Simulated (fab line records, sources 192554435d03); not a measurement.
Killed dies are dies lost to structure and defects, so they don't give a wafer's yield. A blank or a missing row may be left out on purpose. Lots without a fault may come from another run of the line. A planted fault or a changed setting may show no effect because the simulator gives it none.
Problem report in the 8D (eight disciplines) form, filled by code | flow n5_finfet | the parts of the form that need people (team, actions taken, sign-off) are left out

1. THE PROBLEM
susceptor_temp_C at N5_BEOL_M4_ALD_98 reads a mean of 102.63 C on 6 wafers of 2 lots; wafers without a fault read 100.00 C with a standard deviation of 0.12. That is +22 standard deviations from the usual mean.
The step: deposits SiO2, target thk 2.5 nm, pulse time 1 s, co reactant pulse time 1 s.
First seen on wafer L353.1, day 9 08:52, on ald_sin-03. The record holds 24 wafers of 8 lots with a number at this step. Rule for "out", or "out of limits": more than 4 standard deviations from the usual mean. The other wafers with a number count as sound.

2. WHAT IT IS AND WHAT IT IS NOT
question                    | is                     | is not
which readings at this step | susceptor_temp_C       | -
which lots                  | L353, L354             | L347, L350, L351, L356, L363, L368
which wafers of those lots  | all that have a number | -
read on which tools         | ald_sin-03             | ald_sin-02, ald_sin-04
when                        | from day 9 08:52       | up to then (9 sound wafers); but 9 sound wafers of L356, L363, L368 came after

3. SUSPECTS, AND WHAT RULES EACH OUT
Counting: a tool at a process step up to the reading stays a suspect if it ran every lot that is out and no sound lot after the first of them.
- rie_diel-06 at N5_BEOL_M4_STRIP_19 (strips in O2): ruled out as a lasting fault. Sound lots L368 ran on it after its first lot that is out, L353 (day 9 08:05).
- rie_diel-01 at N5_BEOL_M4_ETCH_69 (etches SiARC in CF4, target depth 15.6 nm, time 26 s): kept. It ran every lot that is out, first L353 (day 9 08:46), and no sound lot after that; its last sound lot up to then is L351 (day 8 13:45).
- ald_sin-03 at N5_BEOL_M4_ALD_98 (deposits SiO2, target thk 2.5 nm, pulse time 1 s, co reactant pulse time 1 s): ruled out as a lasting fault. Sound lots L368 ran on it after its first lot that is out, L353 (day 9 08:52).
Left after counting: rie_diel-01 at N5_BEOL_M4_ETCH_69.

4. THE CAUSE (what the simulator had put in)
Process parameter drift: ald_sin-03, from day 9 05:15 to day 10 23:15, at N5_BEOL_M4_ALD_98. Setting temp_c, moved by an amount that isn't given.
Counting ruled it out, wrongly.

5. THE CHAIN OF EFFECTS, in route order
Each row: a reading whose mean over the struck wafers that have a number lies more than 3 standard deviations from the usual. Only readings for which the record gives a usual standard deviation are gone through. hours: the time from each lot's start at the first step in this table that gives one to its start at this step, as a median over the lots. sigmas: the change in usual standard deviations.
hours | step              | reading          | usual    | on struck wafers | change | sigmas
0     | N5_BEOL_M4_ALD_98 | susceptor_temp_C | 100.00 C | 102.63           | +2.63  | +22
The process steps in it:
- N5_BEOL_M4_ALD_98: deposits SiO2, target thk 2.5 nm, pulse time 1 s, co reactant pulse time 1 s.
Later measuring or inspecting steps at which every struck wafer that the step has a row for has a number for every such reading, and none has moved that far: N5_BEOL_M4_RC_MEAS_101.

6. WHAT WOULD HAVE CAUGHT IT SOONER
In this record the first reading out of limits was taken at day 9 08:52, 4 hours after the fault began at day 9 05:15.
